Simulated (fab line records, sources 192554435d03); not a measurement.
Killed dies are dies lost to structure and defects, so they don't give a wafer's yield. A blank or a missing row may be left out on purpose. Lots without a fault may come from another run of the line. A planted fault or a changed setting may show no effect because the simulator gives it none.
A struck lot beside a sound one | flow n5_finfet | 16 steps out of a route of 1938
Sound: wafers L552.4, L552.5, L552.6. Struck: wafer L562.2. (L562.3, L562.5 of the same lot were not struck and are left out.) The cause comes at the end.
At each step with rows: each side's tool, then ch and its chambers, then its first start. Under that, the readings that differ: sound wafers | struck wafers | difference of the means | sigmas: that difference in standard deviations of wafers without a fault.
alike: readings whose means differ by less than 2 such deviations, and words and numbers that are the same on both sides. not compared: withheld readings, readings that some wafer has no value for, bounds like >300 that may hide the same value, and numbers for which the record gives no deviation and whose values overlap.
The two part at a step that has a row with sigmas, a row that says differs or no value, or rows on one side only. Numbers that don't overlap but have no deviation are shown without sigmas and don't part them. A reading that every wafer of one side lacks parts them only if that side has two wafers or more.

first, 1 step without rows for these wafers: N5_BEOL_M3_STRIP_36 (strips in N2/H2).
N5_BEOL_M3_TRENCH_ETCH_37: etches SiOC in C4F6/O2, target depth 55.555 nm, time 29.2 s.
  sound on rie_diel-03 ch 0,1,3; struck on rie_diel-02 ch 2
  reading                | sound | struck | difference                   | sigmas
  rf_hours_counter_h (h) | - - - | 163    | no value on the sound wafers |
  alike: drypump_motor_current_A, oes_product_au, rf_vpp_V, showerhead_plenum_p_Torr, throttle_valve_pct
N5_BEOL_M3_ETCH_41: etches SiCN in CH3F/O2, target depth 29.9 nm, time 52.5 s.
  sound on rie_diel-03 ch 0,1,3; struck on rie_diel-02 ch 2
  reading                | sound | struck | difference                   | sigmas
  rf_hours_counter_h (h) | - - - | 163    | no value on the sound wafers |
  alike: drypump_motor_current_A, oes_product_au, rf_vpp_V, showerhead_plenum_p_Torr, throttle_valve_pct
then, 1 step without rows for these wafers: N5_BEOL_M3_STRIP_97 (strips in N2/H2, time 10 s).
N5_BEOL_M3_OCD_MEAS_38:
  sound on ocd-02, day 8 17:17; struck on ocd-01, day 11 12:56
  alike: trench_depth_nm
then, 4 steps without rows for these wafers: N5_BEOL_M3_HM_STRIP_39 (strips TiN in peroxide tin strip, target depth 25 nm, time 158 s); N5_BEOL_M3_SRD_40 (time 30 s); N5_BEOL_M3_PRECLEAN_42 (cleans in residue remover, time 60 s); N5_BEOL_M3_SRD_43 (time 30 s).
N5_BEOL_M3_CD_MEAS_35: target cd 18 nm, target cd y 21 nm.
  sound on cd_sem-03, day 8 17:26; struck on cd_sem-01, day 11 13:05
  alike: cd_nm
N5_BEOL_M3_DEGAS_44: time 60 s.
  sound on pvd_sputter-02, day 8 17:43; struck on pvd_sputter-03, day 11 13:07
  alike: heater_power_w
N5_BEOL_M3_PRE_CLEAN_45: time 30 s.
  sound on pvd_sputter-02, day 8 17:46; struck on pvd_sputter-03, day 11 13:10
  alike: heater_power_w
N5_BEOL_M3_ALD_84: deposits TaN, pulse time 2 s, purge time 3 s, co reactant purge time 2 s.
  sound on ald_metal-01 ch 0,3, day 8 17:52; struck on ald_metal-01 ch 3, day 11 13:14
  reading            | sound       | struck | difference | sigmas
  ald_cycles         | 30 30 30    | 29     | -1         |
  heater_power_w (W) | 514 388 516 | 391    | -82        | -2
  alike: precursor_vessel_temp_c
N5_BEOL_M3_SURFACE_TREAT_85:
  sound on pvd_sputter-02, day 8 18:08; struck on pvd_sputter-01, day 11 13:35
  not compared: throttle_valve_pct
N5_BEOL_M4_RC_MEAS_101:
  sound on prober-02 ch 0, day 9 07:23; struck on prober-01 ch 0, day 12 04:05
  reading       | sound          | struck | difference | sigmas
  ION_P (uA/um) | 462 442 454    | 475    | +22        | +2
  VT_P (mV)     | -251 -258 -252 | -241   | +13        | +3
  alike: DIBL_N, DIBL_P, IOFF_N, IOFF_P, ION_N, SS_N, SS_P, VT_N
-- the record jumps here: 4 days lie between the struck wafers' starts before and after (it left off in module BEOL_M4 and takes up again in module PASSIVATION, whose first step shown is number 1936 of the route) --
N5_PASSIVATION_PROBE_49:
  sound on prober-01, day 13 10:48; struck on prober-01, day 16 11:36
  alike: defect_limited_yield, killed_at_M0_to_M3, killed_at_M4_up, killed_at_contacts, killed_at_front_end, killed_at_other, killed_dies, killed_on_rim, killed_open, killed_short, sort_bin_5_function, sort_bin_6_memory, sort_bin_8_speed, sort_n_pass, sort_yield_pct

WHERE THEY PART
First at N5_BEOL_M3_TRENCH_ETCH_37; last, within this record, at N5_BEOL_M4_RC_MEAS_101. Later steps at which nothing parts them and some readings are alike: N5_PASSIVATION_PROBE_49.

WHY: what the simulator had put in
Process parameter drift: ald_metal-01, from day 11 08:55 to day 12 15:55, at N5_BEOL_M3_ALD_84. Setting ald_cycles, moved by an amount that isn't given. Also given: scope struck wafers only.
